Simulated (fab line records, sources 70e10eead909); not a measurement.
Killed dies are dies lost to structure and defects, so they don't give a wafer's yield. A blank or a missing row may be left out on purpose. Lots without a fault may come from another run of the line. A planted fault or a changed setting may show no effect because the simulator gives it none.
A struck lot beside a sound one | flow nand_harc | 15 steps out of a route of 1302
Sound: wafers L826.4, L826.5, L826.6. Struck: wafers L819.1, L819.4. (L819.5 of the same lot was not struck and is left out.) The cause comes at the end.
At each step with rows: each side's tool, then ch and its chambers, then its first start. Under that, the readings that differ: sound wafers | struck wafers | difference of the means | sigmas: that difference in standard deviations of wafers without a fault.
alike: readings whose means differ by less than 2 such deviations, and words and numbers that are the same on both sides. not compared: withheld readings, readings that some wafer has no value for, bounds like >300 that may hide the same value, and numbers for which the record gives no deviation and whose values overlap.
The two part at a step that has a row with sigmas, a row that says differs or no value, or rows on one side only. Numbers that don't overlap but have no deviation are shown without sigmas and don't part them. A reading that every wafer of one side lacks parts them only if that side has two wafers or more.

first, 8 steps without rows for these wafers: NHARC_A_CONTACT_COAT_86 (time 75 s); NHARC_A_CONTACT_COAT_87 (time 65 s); NHARC_A_CONTACT_COAT_02 (resist thk 90 nm); NHARC_A_CONTACT_SOFTBAKE_03 (time 55 s); NHARC_A_CONTACT_EBR_04; NHARC_A_CONTACT_EXPOSE_05 (exposes mask A CC); NHARC_A_CONTACT_PEB_06 (peb time 65 s); NHARC_A_CONTACT_DEVELOP_07 (develop time 35 s).
NHARC_A_CONTACT_CD_MEAS_08: target cd 200 nm.
  sound on cd_sem-03 ch 0, day 30 07:11; struck on cd_sem-02 ch 0, day 26 20:08
  reading    | sound             | struck      | difference | sigmas
  cd_nm (nm) | 200.6 200.9 200.6 | 199.0 199.5 | -1.4       | -2
NHARC_A_CONTACT_OVL_MEAS_09:
  sound on overlay-01, day 30 07:16; struck on overlay-01, day 26 20:13
  reading           | sound          | struck  | difference | sigmas
  overlay_y_nm (nm) | -1.6 -0.5 -1.6 | 1.0 0.8 | +2.1       | +2
  alike: overlay_x_nm
NHARC_A_CONTACT_INSPECT_10:
  sound on defect_inspect-02, day 30 07:18; struck on defect_inspect-02, day 26 20:15
  alike: raw_defect_count
NHARC_A_CONTACT_DESCUM_13: chemistry O2, time 3 s.
  sound on rie_diel-07 ch 0,1,3, day 30 07:22; struck on rie_diel-08 ch 0,2, day 26 20:19
  alike: chamber_pressure_mTorr, drypump_motor_current_A, oes_product_au, rf_vpp_V, showerhead_plenum_p_Torr, throttle_valve_pct
  not compared: rf_hours_counter_h
NHARC_A_CONTACT_ETCH_88: etches the open film in CF4, target depth 39 nm, time 65 s.
  sound on rie_diel-07 ch 2,3, day 30 07:27; struck on rie_diel-08 ch 1,3, day 26 20:27
  reading               | sound             | struck      | difference | sigmas
  oes_product_au (a.u.) | 1.000 0.993 0.992 | 0.821 0.796 | -0.186     | -19
  alike: chamber_pressure_mTorr, drypump_motor_current_A, rf_vpp_V, showerhead_plenum_p_Torr, throttle_valve_pct
  not compared: rf_hours_counter_h
NHARC_A_CONTACT_ETCH_89: etches the open film in N2/H2, target depth 260 nm, time 475.3 s.
  sound on rie_diel-07 ch 0,2,3; struck on rie_diel-08 ch 1,3
  alike: chamber_pressure_mTorr, drypump_motor_current_A, oes_product_au, rf_vpp_V, showerhead_plenum_p_Torr, throttle_valve_pct
  not compared: rf_hours_counter_h
-- the record jumps here: 2 days lie between the struck wafers' starts before and after (it left off in module A_CONTACT and takes up again in module END, whose first step shown is number 1302 of the route) --
NHARC_END_SORT_01:
  the record has rows for the struck wafers here (prober-02 ch 0, day 29 08:04) and none for the sound ones

WHERE THEY PART
First at NHARC_A_CONTACT_CD_MEAS_08; last, within this record, at NHARC_END_SORT_01.

WHY: what the simulator had put in
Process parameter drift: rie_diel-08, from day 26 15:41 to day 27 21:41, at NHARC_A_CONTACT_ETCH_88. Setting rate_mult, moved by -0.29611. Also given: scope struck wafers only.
